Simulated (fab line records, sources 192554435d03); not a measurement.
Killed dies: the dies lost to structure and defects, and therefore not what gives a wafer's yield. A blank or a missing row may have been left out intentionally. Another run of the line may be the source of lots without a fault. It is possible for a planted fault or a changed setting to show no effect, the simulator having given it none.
Matching of chambers    flow n5-finfet    4 sister chambers for N5_STI_FIN_REVEAL_STRIP_24 on rie-diel-02
The step strips in N2/H2, time 90 s. 4 wafers are shown with their chamber, then 7 later ones without.

== WAFERS, EACH WITH ITS CHAMBER ==
wafer   chamber  showerhead-plenum-p-Torr (Torr)
L082.1  1        3.51
L082.4  0        3.33
L083.1  3        3.36
L083.2  2        3.43

== WAFERS WITHOUT THEIR CHAMBER ==
wafer   showerhead-plenum-p-Torr (Torr)
L083.4  3.37
L089.2  3.50
L089.3  3.36
L089.6  3.36
L093.1  3.42
L093.4  3.32
L093.5  3.42

== THE CHAMBER EACH PASSED THROUGH ==
wafer   from the rows above  in truth
L083.4  3                    3
L089.2  1                    1
L089.3  3                    3
L089.6  3                    3
L093.1  2                    2
L093.4  0                    0
L093.5  2                    2
Correctly placed: 7 of 7. Left unplaced by these rows: 0. Number placed wrongly: 0.
How it was worked out, from the rows above alone: a wafer's distance from a chamber is the root of the sum, over the readings, of the square of ((its reading less the chamber's mean) divided by the reading's scatter). The wafer belongs to the nearest chamber; if the next one is less than 2 further off, it can't be placed. Each chamber's mean is taken over the wafers shown for it. The scatter (one wafer shown for each chamber): square how far every hidden wafer sits from the nearest shown wafer, average those squares and take the square root.
